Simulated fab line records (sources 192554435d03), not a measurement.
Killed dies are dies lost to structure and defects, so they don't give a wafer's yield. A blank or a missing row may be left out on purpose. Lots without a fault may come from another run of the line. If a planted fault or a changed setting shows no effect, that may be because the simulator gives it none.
fab line records    flow n5Finfet
record lots=8  wafers=21  lastDay=19
route steps=1938 shown MOL_CONTACT_COAG@578 BEOL_M4@1111 PASSIVATION@1936
lots that met no fault: taken from a fault-free run of the same line
startH: start of the lot's first displayed wafer, in hours after the record's first day    waitH: hours from the lot's prior step to this one    " identical to the entry in the row above    L1.1+2: a row that stands for several wafers    - no value, or no start given    * or withheld: withheld    < > ~ a bound
route shown NAME@n: a module of which the file shows steps, and the number in the route of the first    usual: the fault-free wafers' mean and standard deviation    same: alike in all rows    chamber/n: place in a boat    sites: each site's reading    _std_site: how widely they spread, as a standard deviation    _edge_site: the outer-site mean with the inner-site mean subtracted    radiusMm: how far each site lies from the wafer's centre    mask NAME#n: copy n    behind: the most recent tool/chamber to have shaped the wafer    hold: why the lot was held/for how many hours/how that ended    device: names the non-switching transistor (n, p or np)    end of line: at the end of the route, the tests of the same wafers    where a step has no rows: the recipe by itself    killed: count of dies lost to structure and defects at first sort (not the wafer's yield)    map: a wafer's dies, x killed, . not, _ none there
set.NAME: the setting the step ran with; set.NAME@STEP: the setting that earlier step ran with    model.NAME: the simulator's own value behind a step, which no gauge read
steps of the route over a sample of lots; a table a step, a row a wafer
services: when a tool's chamber went out of use (startH, in hours from the record's first day, below 0 if earlier), for how many hours, and the reason
## steps
# step N5_MOL_CONTACT_COAG_ETCH_90
# recipe chemistry=CF4  target=SiARC  targetDepthA=130  maskMaterial=CAR-EUV  timeS=21.7  ionEnergyEv=80  pressureMtorr=40  sourceW=545  biasW=36  Ar_flow_sccm=100  cf4FlowSccm=100  ends=cleared
# usual biasW=36.00/0.11  cf4FlowSccm=99.99/0.25  drypumpMotorCurrentA=5.6/0.43  etchRfOnTimeS=21.7/0.86  oesProductAu=0.68/0.083  rfFwdPowerW=531.5/1.5  rfVppV=184.3/1.1  showerheadPlenumPTorr=2.15/0.062  throttleValvePct=15.59/0.23
lot.wafer  tool        chamber  startH  waitH  biasW  cf4FlowSccm  drypumpMotorCurrentA  etchRfOnTimeS  oesProductAu  rfFwdPowerW  rfHoursCounterH  rfVppV  showerheadPlenumPTorr  throttleValvePct
L968.1     rieDiel-02  0        135.89  0.0    35.92  100.14       6.3                   20.9           0.74          527.9        62               183.7   2.18                   15.79
L968.2     "           3        "       "      35.97  99.78        5.7                   21.7           0.59          529.6        249              183.4   2.11                   15.74
L970.1     rieDiel-04  3        142.87  0.0    35.91  99.79        6.0                   22.4           0.82          533.6        3                185.9   2.17                   15.44
L970.2     "           1        "       "      36.05  100.18       5.7                   21.0           0.66          532.2        172              184.3   2.13                   15.71
L970.4     "           3        "       "      36.03  99.89        6.0                   22.4           0.81          531.8        -                185.8   2.17                   15.44
L973.2     rieDiel-02  2        160.42  0.0    36.04  100.01       5.3                   21.3           0.67          531.3        114              186.4   2.22                   15.32
L973.6     "           2        "       "      35.94  100.03       5.2                   21.4           0.66          531.0        -                186.5   2.22                   15.32
L974.3     rieDiel-02  3        167.28  0.0    36.11  100.37       5.7                   21.4           0.83          532.5        2                184.0   2.11                   15.27
L974.5     "           3        "       "      36.06  100.25       5.7                   21.3           0.83          533.4        -                184.8   2.11                   15.26
L974.6     "           2        "       "      36.13  100.04       5.2                   21.7           0.65          531.4        -                187.1   2.22                   15.32
L975.1     rieDiel-04  0        176.47  0.0    35.95  100.26       5.8                   21.7           0.60          531.7        212              186.5   2.20                   15.59
L975.2     "           2        "       "      35.92  99.91        6.2                   21.5           0.82          530.8        3                186.5   2.27                   15.33
L975.4     "           3        "       "      35.98  100.49       6.0                   21.9           0.79          532.6        18               184.8   2.17                   15.47
L984.1     rieDiel-04  0        227.97  0.0    35.87  100.04       5.8                   21.6           0.59          529.9        228              185.8   2.20                   15.65
L984.5     "           0        "       "      36.10  99.87        5.8                   21.5           0.59          530.0        -                185.2   2.20                   15.63
L984.6     "           3        "       "      35.82  99.88        6.0                   22.4           0.75          533.9        -                184.8   2.16                   15.50
L985.3     rieDiel-02  1        235.43  0.0    36.04  99.46        5.5                   21.4           0.84          530.6        7                183.0   2.11                   15.53
L985.5     "           1        "       "      35.96  99.54        5.4                   21.4           0.83          530.3        -                182.9   2.11                   15.53
L985.6     "           2        "       "      35.84  99.94        5.2                   21.3           0.64          533.0        -                186.4   2.21                   15.35
L986.1     rieDiel-04  3        238.59  0.0    35.76  99.99        6.0                   22.0           0.75          531.0        38               185.5   2.16                   15.51
L986.4     "           1        "       "      36.12  99.60        5.7                   20.6           0.65          533.3        198              184.5   2.12                   15.77
# step N5_MOL_CONTACT_COAG_ETCHBACK_132
# recipe chemistry=CHF3  target=SiO2  targetDepthA=100  timeS=6.7  ionEnergyEv=200  pressureMtorr=30  sourceW=610  biasW=170  Ar_flow_sccm=200  CHF3_flow_sccm=50
# usual drypumpMotorCurrentA=5.6/0.45  oesProductAu=0.79/0.097  rfFwdPowerW=603.7/2.1  rfVppV=524/13  showerheadPlenumPTorr=2.40/0.071  throttleValvePct=18.73/0.23
lot.wafer  tool        chamber  startH  waitH  drypumpMotorCurrentA  oesProductAu  rfFwdPowerW  rfHoursCounterH  rfVppV  showerheadPlenumPTorr  throttleValvePct
L968.1     rieDiel-03  1        136.24  0.2    5.8                   0.68          602.9        206              519     2.35                   18.47
L968.2     "           2        "       "      5.2                   0.75          601.0        166              527     2.29                   19.00
L970.1     rieDiel-04  0        143.13  0.1    5.8                   0.71          607.9        201              508     2.45                   18.62
L970.2     "           3        "       "      6.0                   0.97          605.7        3                547     2.42                   18.60
L970.4     "           0        "       "      5.8                   0.71          607.4        -                508     2.45                   18.61
L973.2     rieDiel-03  2        161.53  0.1    5.2                   0.75          606.3        177              527     2.28                   19.02
L973.6     "           3        "       "      4.8                   0.99          604.2        -                553     2.54                   18.51
L974.3     rieDiel-03  3        167.86  0.1    4.9                   0.98          600.3        4                555     2.54                   18.51
L974.5     "           3        "       "      4.9                   0.98          605.0        -                554     2.54                   18.51
L974.6     "           0        "       "      5.0                   0.86          600.6        -                535     2.41                   18.64
L975.1     rieDiel-04  0        176.90  0.3    5.8                   0.68          600.9        212              508     2.44                   18.63
L975.2     "           2        "       "      6.2                   0.96          602.6        4                522     2.54                   18.50
L975.4     "           1        "       "      5.7                   0.77          603.9        178              524     2.39                   18.97
L984.1     rieDiel-02  2        228.23  0.1    5.2                   0.75          604.0        142              514     2.47                   18.48
L984.5     "           1        "       "      5.5                   0.98          601.8        -                528     2.35                   18.69
L984.6     "           0        "       "      6.3                   0.79          598.5        -                511     2.40                   18.96
L985.3     rieDiel-03  3        235.69  0.1    4.9                   0.90          605.5        27               555     2.53                   18.55
L985.5     "           3        "       "      4.9                   0.89          605.6        -                555     2.53                   18.55
L985.6     "           2        "       "      5.3                   0.71          603.3        -                527     2.27                   19.05
L986.1     rieDiel-03  3        238.86  0.1    4.9                   0.89          605.5        28               554     2.53                   18.53
L986.4     "           1        "       "      5.8                   0.66          603.4        242              516     2.34                   18.54
# step N5_MOL_CONTACT_COAG_ETCH_67
# recipe chemistry=N2/H2  target=SOC  targetDepthA=600  overetchA=210  maskMaterial=SiARC  tempC=40  timeS=101.2  ionEnergyEv=200  pressureMtorr=30  sourceW=840  biasW=150  n2FlowSccm=200  h2FlowSccm=200
# usual biasW=150.0/0.45  chamberPressureMTorr=29.999/0.029  drypumpMotorCurrentA=5.6/0.47  oesProductAu=0.66/0.075  rfFwdPowerW=835.7/2.6  rfVppV=524.4/2.7  showerheadPlenumPTorr=2.56/0.096  throttleValvePct=17.77/0.21
lot.wafer  tool        chamber  startH  waitH  biasW  chamberPressureMTorr  drypumpMotorCurrentA  oesProductAu  rfFwdPowerW  rfHoursCounterH  rfVppV  showerheadPlenumPTorr  throttleValvePct
L968.1     rieDiel-03  0        138.84  0.0    150.0  29.989                5.0                   0.72          830.8        27               524.7   2.57                   17.48
L968.2     "           2        "       "      149.9  29.997                5.3                   0.61          837.5        167              521.4   2.42                   17.87
L970.1     rieDiel-02  0        145.59  0.0    150.8  29.944                6.4                   0.70          834.8        66               525.2   2.55                   17.75
L970.2     "           2        "       "      150.3  29.995                5.2                   0.65          844.0        107              526.3   2.65                   17.54
L970.4     "           2        "       "      150.0  29.968                5.3                   0.65          837.4        -                528.4   2.65                   17.54
L973.2     rieDiel-03  3        162.95  0.0    150.3  29.956                4.9                   0.81          835.1        2                527.4   2.71                   17.55
L973.6     "           2        "       "      150.3  29.969                5.2                   0.61          835.0        -                520.5   2.41                   17.89
L974.3     rieDiel-03  1        169.26  0.0    -      -                     -                     -             -            -                -       -                      -
L974.5     "           3        "       "      -      -                     -                     -             -            -                -       -                      -
L974.6     "           2        "       "      -      -                     -                     -             -            -                -       -                      -
L975.1     rieDiel-03  1        178.31  0.0    -      -                     -                     -             -            -                -       -                      -
L975.2     "           2        "       "      -      -                     -                     -             -            -                -       -                      -
L975.4     "           0        "       "      -      -                     -                     -             -            -                -       -                      -
L984.1     rieDiel-04  2        229.52  0.0    149.4  29.984                6.2                   0.76          835.2        20               527.8   2.70                   17.59
L984.5     "           2        "       "      149.8  30.037                6.2                   0.76          833.9        -                528.5   2.70                   17.59
L984.6     "           3        "       "      150.3  29.982                6.0                   0.74          842.1        -                526.1   2.61                   17.83
L985.3     rieDiel-04  3        237.22  0.0    149.9  29.966                6.0                   0.75          835.3        37               525.2   2.61                   17.83
L985.5     "           1        "       "      150.1  30.048                5.7                   0.62          836.1        -                522.3   2.54                   18.03
L985.6     "           2        "       "      149.7  30.007                6.2                   0.75          831.5        -                527.8   2.70                   17.58
L986.1     rieDiel-03  2        240.47  0.0    148.8  29.979                5.2                   0.59          836.1        204              520.5   2.40                   17.95
L986.4     "           0        "       "      150.1  29.950                5.0                   0.70          839.6        61               524.3   2.55                   17.55
# step N5_MOL_CONTACT_COAG_VIA_ETCH_117
# recipe chemistry=C4F6/O2  targetDepthA=400  overetchA=80  maskMaterial=SOC  target=SiO2  biasW=455  pressureMtorr=10  timeS=26  sourceW=325  Ar_flow_sccm=300  C4F6_flow_sccm=10  O2_flow_sccm=10  ionEnergyEv=575.3  ends=endPoint
# usual C4F6_flow_sccm=10.00/0.032  O2_flow_sccm=9.999/0.029  drypumpMotorCurrentA=5.6/0.47  oesProductAu=0.70/0.076  rfFwdPowerW=320.9/1.4  rfVppV=1595/39  showerheadPlenumPTorr=2.86/0.098  throttleValvePct=40.9/0.41
lot.wafer  tool        chamber  startH  waitH  C4F6_flow_sccm  O2_flow_sccm  drypumpMotorCurrentA  oesProductAu  rfFwdPowerW  rfHoursCounterH  rfVppV  showerheadPlenumPTorr  throttleValvePct
L968.1     rieDiel-03  0        138.97  0.0    9.93            9.975         5.0                   0.78          321.5        27               1611    2.88                   40.8
L968.2     "           2        "       "      10.02           9.997         5.2                   0.65          322.8        167              1595    2.72                   41.7
L970.1     rieDiel-02  0        145.72  0.0    10.02           10.025        6.3                   0.74          318.4        66               1550    2.88                   41.5
L970.2     "           2        "       "      10.00           10.011        5.2                   0.69          320.4        107              1564    2.96                   40.9
L970.4     "           2        "       "      9.99            10.005        5.2                   0.70          322.6        -                1565    2.96                   40.9
L973.2     rieDiel-03  3        163.07  0.0    10.03           10.020        4.8                   0.85          320.3        2                1677    3.03                   40.4
L973.6     "           2        "       "      10.02           10.056        5.2                   0.64          318.7        -                1593    2.72                   41.7
L974.3     rieDiel-03  1        169.39  0.0    9.99            10.032        5.8                   0.27          320.8        219              1572    2.80                   40.0
L974.5     "           3        "       "      10.02           9.936         4.8                   0.35          321.7        -                1676    3.03                   39.9
L974.6     "           2        "       "      9.95            9.999         5.2                   0.27          323.1        -                1594    2.72                   41.2
L975.1     rieDiel-03  1        178.43  0.0    10.02           10.017        5.8                   0.27          323.2        222              1571    2.80                   40.0
L975.2     "           2        "       "      9.94            10.024        5.2                   0.28          322.9        184              1593    2.72                   41.2
L975.4     "           0        "       "      9.97            9.978         5.0                   0.32          318.9        42               1612    2.87                   40.2
L984.1     rieDiel-04  2        229.65  0.0    9.97            10.015        6.2                   0.80          319.6        20               1579    3.02                   41.1
L984.5     "           2        "       "      9.97            10.054        6.2                   0.80          319.3        -                1578    3.02                   41.2
L984.6     "           3        "       "      10.04           9.975         6.0                   0.80          320.8        -                1650    2.86                   40.7
L985.3     rieDiel-04  3        237.34  0.0    10.03           10.006        6.0                   0.79          321.1        37               1649    2.86                   40.7
L985.5     "           1        "       "      9.99            10.010        5.7                   0.65          321.4        -                1586    2.84                   41.3
L985.6     "           2        "       "      10.03           9.963         6.2                   0.80          319.1        -                1579    3.02                   41.1
L986.1     rieDiel-03  2        240.60  0.0    9.99            9.974         5.2                   0.63          322.7        204              1594    2.71                   41.7
L986.4     "           0        "       "      9.96            9.963         5.0                   0.73          318.9        61               1610    2.86                   40.8
# step N5_MOL_CONTACT_COAG_CD_MEAS_101
# recipe targetCdNm=16
# usual cdNm=16.0/0.4
lot.wafer  tool      chamber  startH  waitH  cdNm
L968.1     cdSem-01  -        139.32  0.0    16.4
L968.2     "         -        "       "      15.6
L970.1     cdSem-02  -        146.17  0.0    16.1
L970.2     "         -        "       "      16.4
L970.4     "         -        "       "      16.3
L973.2     cdSem-02  -        163.42  0.0    15.7
L973.6     "         -        "       "      15.6
L974.3     cdSem-03  -        169.78  0.0    -
L974.5     "         -        "       "      -
L974.6     "         -        "       "      -
L975.1     cdSem-03  -        178.78  0.0    -
L975.2     "         -        "       "      -
L975.4     "         -        "       "      -
L984.1     cdSem-03  -        230.00  0.0    15.8
L984.5     "         -        "       "      15.7
L984.6     "         -        "       "      15.6
L985.3     cdSem-02  -        237.70  0.0    15.5
L985.5     "         -        "       "      16.7
L985.6     "         -        "       "      16.2
L986.1     cdSem-02  -        240.95  0.0    16.1
L986.4     "         -        "       "      16.6
# step N5_MOL_CONTACT_COAG_CMP_52
# recipe stopOn=SiO2  tOverpolishS=1.5  postCmpClean=wDiluteNh4oh  downForcePsi=4  platenRpm=50.289  padVelocityMS=1.0006  targetThkNm=66.5
# usual motorCurrentA=12.4/0.92
lot.wafer  tool    chamber  startH  waitH  motorCurrentA
L968.1     cmp-03  2        139.82  0.1    11.1
L968.2     "       3        "       "      11.9
L970.4     cmp-03  0        146.69  0.1    12.7
L970.1     "       1        "       "      11.9
L970.2     "       2        "       "      10.5
L973.2     cmp-04  1        163.91  0.1    13.2
L973.6     "       0        "       "      11.7
L974.3     cmp-04  3        170.27  0.1    11.7
L974.5     "       2        "       "      12.9
L974.6     "       3        "       "      11.2
L975.1     cmp-01  2        179.23  0.0    12.3
L975.4     "       0        "       "      11.4
L975.2     "       1        "       "      14.0
L984.1     cmp-01  2        230.56  0.1    13.3
L984.5     "       3        "       "      12.3
L984.6     "       0        "       "      11.7
L985.3     cmp-04  0        238.19  0.1    12.4
L985.5     "       3        "       "      11.3
L985.6     "       0        "       "      11.9
L986.1     cmp-01  2        241.47  0.1    13.0
L986.4     "       3        "       "      12.7
# step N5_BEOL_M4_RC_MEAS_101
# usual DIBL_N=36.4/2.2  DIBL_P=36.3/2.5  IOFF_N=0.17/0.052  IOFF_P=0.23/0.049  ION_N=674/17  ION_P=464/11  SS_N=71.7/0.98  SS_P=73.3/0.84  VT_N=250/4  VT_P=-249/3.8
lot.wafer  tool       chamber  startH  waitH  DIBL_N[mV/V]  DIBL_P[mV/V]  IOFF_N[nA/um]  IOFF_P[nA/um]  ION_N[uA/um]  ION_P[uA/um]  SS_N[mV/dec]  SS_P[mV/dec]  VT_N[mV]  VT_P[mV]
L970.1     prober-02  0        247.49  0.0    35.6          35.1          0.13           0.18           666           454           71.5          73.4          254       -254
L970.2     "          0        "       "      37.0          36.9          0.18           0.21           692           466           71.9          73.4          247       -249
L970.4     "          0        "       "      36.9          38.0          0.17           0.23           677           465           70.9          74.2          249       -249
L968.1     prober-01  0        256.79  0.0    34.1          32.0          0.11           0.18           652           460           71.0          72.5          257       -249
L968.2     "          0        "       "      35.5          34.3          0.14           0.22           664           463           70.7          73.3          252       -246
L973.2     prober-02  0        272.13  0.2    33.8          34.2          0.12           0.18           657           453           70.8          72.6          255       -254
L973.6     "          0        "       "      39.7          41.5          0.21           0.29           683           467           72.6          74.8          245       -247
L984.1     prober-02  0        331.96  0.0    35.2          34.1          0.15           0.20           683           464           71.3          72.3          249       -251
L984.5     "          0        "       "      35.0          34.6          0.14           0.20           675           466           71.2          72.1          251       -250
L984.6     "          0        "       "      36.6          36.3          0.17           0.23           689           470           72.5          73.7          249       -249
L985.3     prober-01  0        348.84  0.3    35.3          35.1          0.15           0.21           679           470           71.6          73.5          252       -248
L985.5     "          0        "       "      37.2          37.3          0.19           0.24           687           470           71.8          73.9          247       -249
L985.6     "          0        "       "      32.0          30.7          0.11           0.16           676           470           69.8          72.2          255       -253
L986.1     prober-01  0        349.46  0.7    33.5          34.5          0.12           0.19           652           459           71.2          72.9          255       -249
L986.4     "          0        "       "      34.1          34.9          0.14           0.20           674           470           70.4          71.8          248       -249
# step N5_PASSIVATION_PROBE_49
# usual defectLimitedYield=91.2/1.4  killed_at_M0_to_M3=34/9.3  killed_at_M4_up=14/5.9  killedAtContacts=14/5.7  killedAtFrontEnd=38/10  killedAtOther=4/3.2  killedDies=104/17  killedOnRim=14/4  killedOpen=67/13  killedShort=33/6.9  sort_bin_5_function=5.2/1  sort_bin_6_memory=3.3/0.61  sortNPass=1069/52  sortYieldPct=91/4.4
# same grossDies=1180  killedAtBackSide=0  sort_bin_4_leakage[%]=0  sort_bin_8_speed[%]=0
lot.wafer  tool       chamber  startH  waitH  defectLimitedYield[%]  killed_at_M0_to_M3  killed_at_M4_up  killedAtContacts  killedAtFrontEnd  killedAtOther  killedDies  killedOnRim  killedOpen  killedShort  sort_bin_5_function[%]  sort_bin_6_memory[%]  sortNPass  sortYieldPct[%]
L970.1     prober-01  -        354.91  0.0    92.5                   25                  22               12                30                0              89          14           58          29           4.0                     3.3                   1091       92
L970.2     prober-01  -        354.96  0.1    91.4                   35                  16               13                37                1              102         15           66          33           4.4                     3.7                   1078       91
L970.4     prober-01  -        355.06  0.2    93.1                   20                  19               23                18                1              81          10           52          28           4.1                     2.5                   1099       93
L968.1     prober-01  -        363.21  0.0    90.3                   44                  12               17                39                3              115         11           81          33           5.2                     4.2                   1065       90
L968.2     prober-01  -        363.26  0.1    90.0                   31                  11               26                50                0              118         15           73          39           5.7                     3.9                   1062       90
L973.2     prober-01  -        376.28  0.1    90.7                   28                  21               20                40                1              110         16           73          27           5.9                     3.1                   1070       91
L973.6     prober-01  -        376.48  0.3    90.5                   43                  16               16                34                3              112         16           75          34           5.4                     3.7                   1068       91
L975.1     prober-01  -        380.70  0.0    0                      36                  13               1091              38                2              1180        152          78          31           96.3                    3.4                   0          0
L975.2     prober-01  -        380.75  0.1    0                      36                  13               1080              46                5              1180        152          81          34           96.8                    3.1                   0          0
L975.4     prober-01  -        380.85  0.2    0                      44                  6                1094              33                3              1180        152          60          37           96.4                    3.3                   0          0
L974.3     prober-02  -        385.23  0.1    0                      30                  14               1089              44                3              1180        152          78          27           96.2                    3.3                   0          0
L974.5     prober-02  -        385.33  0.2    0                      25                  14               1104              30                7              1180        152          56          29           96.4                    3.2                   0          0
L974.6     prober-02  -        385.38  0.3    0                      40                  11               1097              29                3              1180        152          66          31           96.2                    3.7                   0          0
# killed by level:class
L970.1 MOL_CONTACT_COAG:geometricParticle:open=10 BEOL_M4:geometricParticle:open=9 FIN_SAQP:geometricParticle:open=8 BEOL_M0_SAQP:geometricParticle:open=7 DUMMY_GATE:geometricParticle:open=5 BEOL_M0_SAQP:geometricParticle:short=5 STARTING-WAFER:geometricParticle:short=5 FIN_CUT:geometricParticle:open=3
L970.2 MOL_CONTACT_COAG:geometricParticle:open=11 BEOL_M2:geometricParticle:open=10 BEOL_M1:geometricParticle:open=9 FIN_SAQP:geometricParticle:open=7 FIN_SAQP:geometricParticle:short=6 BEOL_M4:geometricParticle:open=5 STI_FIN_REVEAL:geometricParticle:open=4 BEOL_M0_SAQP:geometricParticle:short=4
L970.4 MOL_CONTACT_COAG:geometricParticle:open=22 BEOL_M0_SAQP:geometricParticle:short=10 BEOL_M4:geometricParticle:open=7 BEOL_M4:geometricParticle:short=4 FIN_SAQP:geometricParticle:open=3 DUMMY_GATE:geometricParticle:open=3 STARTING-WAFER:geometricParticle:open=3 BEOL_M8:geometricParticle:open=3
L968.1 MOL_CONTACT_COAG:geometricParticle:open=14 BEOL_M2:geometricParticle:open=11 BEOL_M3:geometricParticle:open=10 FIN_SAQP:geometricParticle:short=7 STI_FIN_REVEAL:geometricParticle:open=7 BEOL_M0_SAQP:geometricParticle:open=7 FIN_SAQP:geometricParticle:open=5 GATE_CUT:geometricParticle:short=5
L968.2 MOL_CONTACT_COAG:geometricParticle:open=23 FIN_SAQP:geometricParticle:open=15 FIN_SAQP:geometricParticle:short=13 BEOL_M2:geometricParticle:open=7 STI_FIN_REVEAL:geometricParticle:open=5 BEOL_M0_SAQP:geometricParticle:short=5 BEOL_M0_SAQP:geometricParticle:open=4 BEOL_M3:geometricParticle:short=4
L973.2 MOL_CONTACT_COAG:geometricParticle:open=17 BEOL_M2:geometricParticle:open=9 BEOL_M4:geometricParticle:open=8 SD_EPI_N:areaEtch=7 STI_FIN_REVEAL:geometricParticle:open=6 BEOL_M3:geometricParticle:open=6 FIN_SAQP:geometricParticle:short=5 BEOL_M8:geometricParticle:open=5
L973.6 BEOL_M2:geometricParticle:open=13 MOL_CONTACT_COAG:geometricParticle:open=12 FIN_SAQP:geometricParticle:open=8 BEOL_M0_SAQP:geometricParticle:open=8 BEOL_M3:geometricParticle:open=8 BEOL_M4:geometricParticle:open=7 ILD0:geometricParticle:short=7 BEOL_M0_SAQP:geometricParticle:short=7
L975.1 MOL_CONTACT_COAG:areaEtch=1069 MOL_CONTACT_COAG:geometricParticle:open=17 FIN_SAQP:geometricParticle:open=12 BEOL_M0_SAQP:geometricParticle:open=10 BEOL_M0_SAQP:geometricParticle:short=8 BEOL_M3:geometricParticle:open=6 MOL_CONTACT_COAG:geometricParticle:short=5 BEOL_M2:geometricParticle:open=5
L975.2 MOL_CONTACT_COAG:areaEtch=1063 MOL_CONTACT_COAG:geometricParticle:open=14 FIN_SAQP:geometricParticle:open=12 BEOL_M1:geometricParticle:open=12 STI_FIN_REVEAL:geometricParticle:open=10 BEOL_M3:geometricParticle:open=8 GATE_CUT:geometricParticle:short=7 BEOL_M0_SAQP:geometricParticle:short=7
L975.4 MOL_CONTACT_COAG:areaEtch=1079 MOL_CONTACT_COAG:geometricParticle:open=12 BEOL_M0_SAQP:geometricParticle:short=11 FIN_SAQP:geometricParticle:short=9 BEOL_M0_SAQP:geometricParticle:open=8 BEOL_M1:geometricParticle:open=7 BEOL_M3:geometricParticle:open=7 FIN_SAQP:geometricParticle:open=6
L974.3 MOL_CONTACT_COAG:areaEtch=1061 MOL_CONTACT_COAG:geometricParticle:open=22 SDB:areaEtch=14 BEOL_M0_SAQP:geometricParticle:open=8 DUMMY_GATE:geometricParticle:open=6 MOL_CONTACT_COAG:geometricParticle:short=6 BEOL_M2:geometricParticle:open=6 FIN_SAQP:geometricParticle:open=5
L974.5 MOL_CONTACT_COAG:areaEtch=1089 MOL_CONTACT_COAG:geometricParticle:open=14 STARTING-WAFER:geometricParticle:open=7 SDB:areaEtch=6 BEOL_M0_SAQP:geometricParticle:open=5 BEOL_M2:geometricParticle:open=5 DUMMY_GATE:geometricParticle:open=4 BEOL_M0_SAQP:geometricParticle:short=4
L974.6 MOL_CONTACT_COAG:areaEtch=1080 MOL_CONTACT_COAG:geometricParticle:open=12 BEOL_M0_SAQP:geometricParticle:short=11 BEOL_M3:geometricParticle:open=9 BEOL_M2:geometricParticle:open=8 FIN_SAQP:geometricParticle:open=7 GATE_CUT:geometricParticle:open=5 MOL_CONTACT_COAG:geometricParticle:short=5
## services
tool        chamber  startH  hours  kind
rieDiel-04  3        118.34  -      clean
rieDiel-04  3        118.34  -      consumableReplace:focusRing
rieDiel-04  3        118.34  17.5   scheduledDown
rieDiel-04  3        118.34  17.5   ventCycle
cmp-04      -        131.66  4.0    pm
rieDiel-03  3        134.34  -      clean
rieDiel-03  3        134.34  -      consumableReplace:focusRing
rieDiel-03  3        134.34  -      consumableReplace:showerhead
rieDiel-03  3        134.34  23.1   scheduledDown
rieDiel-03  3        134.34  23.1   ventCycle
rieDiel-04  2        135.83  -      clean
rieDiel-04  2        135.83  -      consumableReplace:focusRing
rieDiel-04  2        135.83  -      consumableReplace:showerhead
rieDiel-04  2        135.83  27.6   scheduledDown
rieDiel-04  0        148.13  4.3    repair
cmp-03      -        173.83  1.4    repair
cmp-03      -        181.81  7.0    pm
rieDiel-03  0        201.11  2.7    repair
cmp-04      -        214.01  0.5    repair
cmp-01      -        216.58  4.6    pm
cmp-04      -        222.93  2.0    repair
cmp-03      -        227.34  4.0    pm
cmp-01      -        235.07  4.0    pm
cmp-03      -        239.45  0.9    repair
## key
firstSign step=N5_MOL_CONTACT_COAG_ETCH_67  reading=toolRecord  direction=missing
effect step=N5_MOL_CONTACT_COAG_VIA_ETCH_117  reading=oesProductAu  direction=down  sigmas=5.4  usual=0.70  struck=0.29
effect step=N5_MOL_CONTACT_COAG_CD_MEAS_101  reading=cdNm  direction=missing
effect step=N5_PASSIVATION_PROBE_49  reading=killedAtContacts  direction=up  sigmas=99+  usual=14  struck=1092
moreKillsBornAt N5_MOL_CONTACT_COAG_ETCH_67@rieDiel-03=6441
metAt N5_MOL_CONTACT_COAG_ETCH_67
struckLots L974,L975
laterRowsLeftOut L974.3,L974.5,L974.6,L975.1,L975.2,L975.4
baselineLoss step=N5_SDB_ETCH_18  wafers=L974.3
notActingAt N5_MOL_CONTACT_COAG_ETCH_90,N5_MOL_CONTACT_COAG_ETCHBACK_132,N5_MOL_CONTACT_COAG_CMP_52
onsetBetween 162.95 169.26
fault kind=skippedStepWhole  tool=rieDiel-03  chamber=-  onsetH=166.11  steps=N5_MOL_CONTACT_COAG_ETCH_67  scope=struckLotsOnly
# laterRowsLeftOut: the simulator's readings of these wafers behind a module that went badly wrong aren't trusted and aren't shown, but for the sort
# baselineLoss: these wafers lose ten dies or more at that step, a loss of the line's own and not of a fault; the sort's usual values leave them out
